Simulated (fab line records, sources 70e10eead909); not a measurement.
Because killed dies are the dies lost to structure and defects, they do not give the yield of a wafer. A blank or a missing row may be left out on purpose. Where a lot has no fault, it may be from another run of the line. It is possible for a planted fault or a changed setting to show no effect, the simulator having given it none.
Chamber matching | flow nand-harc | NHARC_P_ZERO_WELL_DESCUM_13 on rie-diel-09 has 4 sister chambers
The step chemistry O2, time 3 s. 20 wafers are shown with their chamber, then 10 later ones without.

== WAFERS PAIRED WITH THEIR CHAMBERS ==
wafer  | chamber | drypump-motor-current-A (A) | throttle-valve-pct (%) | rf-vpp-V (V)
L078.3 | 2       | 5.4                         | 11.305                 | 58.5
L078.4 | 0       | 5.1                         | 11.308                 | 57.4
L078.5 | 3       | 4.7                         | 11.285                 | 58.8
L080.1 | 2       | 5.4                         | 11.304                 | 58.1
L080.5 | 2       | 5.4                         | 11.316                 | 57.3
L080.6 | 0       | 5.1                         | 11.305                 | 57.4
L081.1 | 2       | 5.4                         | 11.299                 | 57.4
L081.2 | 0       | 5.1                         | 11.321                 | 58.2
L081.6 | 2       | 5.4                         | 11.307                 | 56.2
L082.2 | 0       | 5.1                         | 11.310                 | 58.9
L082.4 | 2       | 5.4                         | 11.312                 | 57.8
L082.6 | 1       | 5.8                         | 11.312                 | 57.3
L088.2 | 2       | 5.4                         | 11.311                 | 57.7
L088.4 | 0       | 5.1                         | 11.309                 | 59.1
L088.5 | 0       | 5.1                         | 11.313                 | 57.1
L089.2 | 1       | 5.8                         | 11.318                 | 56.8
L089.3 | 0       | 5.1                         | 11.312                 | 58.9
L089.5 | 1       | 5.8                         | 11.305                 | 57.5
L090.1 | 2       | 5.4                         | 11.314                 | 57.8
L090.3 | 1       | 5.7                         | 11.311                 | 57.2

SIGNATURES (averages over the wafers above)
reading                 | chamber 0 | chamber 1 | chamber 2 | chamber 3 | scatter within a chamber
drypump-motor-current-A | 5.100     | 5.775     | 5.400     | 4.700     | 0.0217
throttle-valve-pct      | 11.31114  | 11.31150  | 11.30850  | 11.28500  | 0.00542
rf-vpp-V                | 58.143    | 57.200    | 57.600    | 58.800    | 0.696
Rule: for each reading, subtract the chamber's mean from the wafer's reading, divide by that reading's scatter and square the result; add these up over the readings and take the root, which gives the wafer's distance from the chamber. The wafer belongs to the nearest chamber; if the next one is less than 2 further off, it can't be placed. How the scatter is found: for the shown wafers, subtract from each reading the mean of its chamber, square and add these, divide the total by (wafers less chambers), then take the root.

== WAFERS WITH NO CHAMBER GIVEN ==
wafer  | drypump-motor-current-A (A) | throttle-valve-pct (%) | rf-vpp-V (V)
L090.5 | 5.8                         | 11.321                 | 57.5
L091.1 | 5.1                         | 11.311                 | 56.8
L091.5 | 5.1                         | 11.307                 | 59.4
L091.6 | 5.7                         | 11.310                 | 58.0
L093.2 | 4.7                         | 11.314                 | 57.1
L093.3 | 5.8                         | 11.321                 | 59.6
L093.6 | 5.1                         | 11.299                 | 58.5
L095.3 | 4.7                         | 11.296                 | 58.2
L095.5 | 5.7                         | 11.313                 | 56.5
L095.6 | 5.4                         | 11.322                 | 56.9

== THE CHAMBER EACH PASSED THROUGH ==
wafer  | from the rows above | in truth
L090.5 | 1                   | 1
L091.1 | 0                   | 0
L091.5 | 0                   | 0
L091.6 | 1                   | 1
L093.2 | 3                   | 3
L093.3 | 1                   | 1
L093.6 | 0                   | 0
L095.3 | 3                   | 3
L095.5 | 1                   | 1
L095.6 | 2                   | 2
10 of 10 placed correctly. Can't be placed from these rows: 0. Number placed wrongly: 0.
